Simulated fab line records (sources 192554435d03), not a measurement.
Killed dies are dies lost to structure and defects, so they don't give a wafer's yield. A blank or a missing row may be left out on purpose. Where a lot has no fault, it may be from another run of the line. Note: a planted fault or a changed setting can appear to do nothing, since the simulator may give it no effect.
Chamber matching / flow n5 finfet / N5_BEOL_M5_STRIP_36 on rie diel-01 has 3 sister chambers
The step strips in N2/H2. 20 wafers are shown with their chamber, then 7 later ones without.

WAFERS, EACH WITH ITS CHAMBER
wafer=L074.2; chamber=1; drypump motor current A (A)=6.3; throttle valve pct (%)=23.63; showerhead plenum p Torr (Torr)=2.48
wafer=L074.3; chamber=3; drypump motor current A (A)=6.0; throttle valve pct (%)=23.21; showerhead plenum p Torr (Torr)=2.53
wafer=L074.5; chamber=1; drypump motor current A (A)=6.4; throttle valve pct (%)=23.60; showerhead plenum p Torr (Torr)=2.48
wafer=L077.1; chamber=3; drypump motor current A (A)=6.0; throttle valve pct (%)=23.23; showerhead plenum p Torr (Torr)=2.53
wafer=L077.2; chamber=2; drypump motor current A (A)=5.1; throttle valve pct (%)=23.72; showerhead plenum p Torr (Torr)=2.45
wafer=L077.3; chamber=1; drypump motor current A (A)=6.3; throttle valve pct (%)=23.62; showerhead plenum p Torr (Torr)=2.47
wafer=L078.2; chamber=3; drypump motor current A (A)=6.0; throttle valve pct (%)=23.21; showerhead plenum p Torr (Torr)=2.53
wafer=L078.3; chamber=2; drypump motor current A (A)=5.2; throttle valve pct (%)=23.74; showerhead plenum p Torr (Torr)=2.45
wafer=L078.6; chamber=3; drypump motor current A (A)=6.0; throttle valve pct (%)=23.22; showerhead plenum p Torr (Torr)=2.53
wafer=L079.1; chamber=2; drypump motor current A (A)=5.1; throttle valve pct (%)=23.74; showerhead plenum p Torr (Torr)=2.44
wafer=L079.4; chamber=3; drypump motor current A (A)=6.0; throttle valve pct (%)=23.23; showerhead plenum p Torr (Torr)=2.53
wafer=L079.5; chamber=2; drypump motor current A (A)=5.2; throttle valve pct (%)=23.78; showerhead plenum p Torr (Torr)=2.45
wafer=L083.1; chamber=3; drypump motor current A (A)=6.0; throttle valve pct (%)=23.24; showerhead plenum p Torr (Torr)=2.53
wafer=L083.2; chamber=1; drypump motor current A (A)=6.4; throttle valve pct (%)=23.65; showerhead plenum p Torr (Torr)=2.47
wafer=L083.6; chamber=1; drypump motor current A (A)=6.4; throttle valve pct (%)=23.64; showerhead plenum p Torr (Torr)=2.47
wafer=L084.2; chamber=1; drypump motor current A (A)=6.4; throttle valve pct (%)=23.65; showerhead plenum p Torr (Torr)=2.47
wafer=L084.3; chamber=3; drypump motor current A (A)=6.0; throttle valve pct (%)=23.23; showerhead plenum p Torr (Torr)=2.52
wafer=L084.6; chamber=1; drypump motor current A (A)=6.4; throttle valve pct (%)=23.63; showerhead plenum p Torr (Torr)=2.47
wafer=L085.1; chamber=2; drypump motor current A (A)=5.2; throttle valve pct (%)=23.75; showerhead plenum p Torr (Torr)=2.44
wafer=L085.2; chamber=1; drypump motor current A (A)=6.3; throttle valve pct (%)=23.67; showerhead plenum p Torr (Torr)=2.46

SIGNATURES (averages over the wafers above)
reading=drypump motor current A; chamber 1=6.362; chamber 2=5.160; chamber 3=6.000; scatter within a chamber=0.0425
reading=throttle valve pct; chamber 1=23.6363; chamber 2=23.7460; chamber 3=23.2243; scatter within a chamber=0.0186
reading=showerhead plenum p Torr; chamber 1=2.4712; chamber 2=2.4460; chamber 3=2.5286; scatter within a chamber=0.00539
Rule: for each reading, subtract the chamber's mean from the wafer's reading, divide by that reading's scatter and square the result; add these up over the readings and take the root, which gives the wafer's distance from the chamber. If the next closest chamber is less than 2 further off than the closest, the wafer can't be placed; otherwise it belongs to the closest. How the scatter is found: for the shown wafers, subtract from each reading the mean of its chamber, square and add these, divide the total by (wafers less chambers), then take the root.

WAFERS WHOSE CHAMBER IS MISSING
wafer=L085.3; drypump motor current A (A)=6.0; throttle valve pct (%)=23.25; showerhead plenum p Torr (Torr)=2.52
wafer=L088.1; drypump motor current A (A)=6.0; throttle valve pct (%)=23.24; showerhead plenum p Torr (Torr)=2.52
wafer=L088.5; drypump motor current A (A)=6.3; throttle valve pct (%)=23.63; showerhead plenum p Torr (Torr)=2.46
wafer=L087.4; drypump motor current A (A)=6.0; throttle valve pct (%)=23.23; showerhead plenum p Torr (Torr)=2.52
wafer=L087.5; drypump motor current A (A)=6.0; throttle valve pct (%)=23.23; showerhead plenum p Torr (Torr)=2.52
wafer=L091.2; drypump motor current A (A)=6.3; throttle valve pct (%)=23.63; showerhead plenum p Torr (Torr)=2.46
wafer=L091.3; drypump motor current A (A)=5.1; throttle valve pct (%)=23.79; showerhead plenum p Torr (Torr)=2.44

WHICH CHAMBER EACH WENT THROUGH
wafer=L085.3; from the rows above=3; in truth=3
wafer=L088.1; from the rows above=3; in truth=3
wafer=L088.5; from the rows above=1; in truth=1
wafer=L087.4; from the rows above=3; in truth=3
wafer=L087.5; from the rows above=3; in truth=3
wafer=L091.2; from the rows above=1; in truth=1
wafer=L091.3; from the rows above=2; in truth=2
7 of 7 placed correctly. Number that these rows cannot place: 0. Wrongly placed: 0.
